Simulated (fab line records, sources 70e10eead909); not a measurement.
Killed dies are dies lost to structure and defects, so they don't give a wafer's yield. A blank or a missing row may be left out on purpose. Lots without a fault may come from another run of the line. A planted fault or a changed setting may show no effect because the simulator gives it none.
Chamber matching | flow nand_harc | NHARC_P_GATE_DESCUM_93 on rie_diel-11: 4 sister chambers
The step chemistry O2, time 3 s. 24 wafers are shown with their chamber, then 12 later ones without.

WAFERS WITH THEIR CHAMBER
wafer  | chamber | drypump_motor_current_A (A) | showerhead_plenum_p_Torr (Torr) | oes_product_au (a.u.)
L074.1 | 1       | 6.6                         | 1.94                            | 0.991
L074.2 | 3       | 6.0                         | 1.88                            | 1.008
L074.3 | 0       | 6.0                         | 1.92                            | 0.992
L078.2 | 1       | 6.6                         | 1.94                            | 0.996
L078.4 | 3       | 6.0                         | 1.88                            | 1.006
L078.5 | 2       | 5.3                         | 2.00                            | 0.995
L081.1 | 1       | 6.6                         | 1.94                            | 0.997
L081.3 | 3       | 6.0                         | 1.88                            | 1.012
L081.5 | 2       | 5.3                         | 2.00                            | 0.997
L080.1 | 0       | 6.0                         | 1.92                            | 0.992
L080.5 | 1       | 6.6                         | 1.93                            | 0.996
L080.6 | 2       | 5.3                         | 2.00                            | 1.009
L079.1 | 2       | 5.3                         | 2.00                            | 1.012
L079.2 | 3       | 6.0                         | 1.88                            | 1.008
L079.6 | 0       | 6.0                         | 1.92                            | 1.000
L083.1 | 0       | 6.0                         | 1.92                            | 0.996
L083.4 | 3       | 6.0                         | 1.88                            | 1.014
L083.6 | 1       | 6.5                         | 1.93                            | 0.996
L084.1 | 1       | 6.6                         | 1.93                            | 1.004
L084.2 | 2       | 5.3                         | 2.00                            | 1.003
L084.5 | 2       | 5.3                         | 2.00                            | 1.009
L087.2 | 3       | 6.0                         | 1.88                            | 0.990
L087.3 | 2       | 5.3                         | 2.00                            | 1.007
L087.4 | 1       | 6.6                         | 1.93                            | 0.978

SIGNATURES (means of the wafers above)
reading                  | chamber 0 | chamber 1 | chamber 2 | chamber 3 | scatter within a chamber
drypump_motor_current_A  | 6.000     | 6.586     | 5.300     | 6.000     | 0.0207
showerhead_plenum_p_Torr | 1.9200    | 1.9343    | 2.0000    | 1.8800    | 0.00293
oes_product_au           | 0.99500   | 0.99400   | 1.00457   | 1.00633   | 0.00723
Rule: a wafer's distance from a chamber is the root of the sum, over the readings, of the square of ((its reading less the chamber's mean) divided by the reading's scatter). The wafer belongs to the nearest chamber; if the next one is less than 2 further off, it can't be placed. The scatter: the root of (the sum of the squares of (reading less its chamber's mean) over the shown wafers, divided by (wafers less chambers)).

WAFERS WITHOUT THEIR CHAMBER
wafer  | drypump_motor_current_A (A) | showerhead_plenum_p_Torr (Torr) | oes_product_au (a.u.)
L091.1 | 6.0                         | 1.92                            | 1.008
L091.4 | 6.6                         | 1.93                            | 0.976
L091.5 | 5.3                         | 2.00                            | 0.992
L095.2 | 5.3                         | 2.00                            | 1.007
L095.4 | 6.0                         | 1.88                            | 1.018
L095.6 | 6.0                         | 1.92                            | 1.003
L094.1 | 6.0                         | 1.88                            | 1.005
L094.2 | 6.0                         | 1.92                            | 1.001
L094.5 | 5.9                         | 1.88                            | 1.009
L097.2 | 5.3                         | 2.00                            | 1.009
L097.4 | 6.0                         | 1.87                            | 1.020
L097.6 | 5.3                         | 1.99                            | 0.996

WHICH CHAMBER EACH WENT THROUGH
wafer  | from the rows above | in truth
L091.1 | 0                   | 0
L091.4 | 1                   | 1
L091.5 | 2                   | 2
L095.2 | 2                   | 2
L095.4 | 3                   | 3
L095.6 | 0                   | 0
L094.1 | 3                   | 3
L094.2 | 0                   | 0
L094.5 | 3                   | 3
L097.2 | 2                   | 2
L097.4 | 3                   | 3
L097.6 | 2                   | 2
Placed correctly: 12 of 12. Can't be placed from these rows: 0. Placed wrongly: 0.
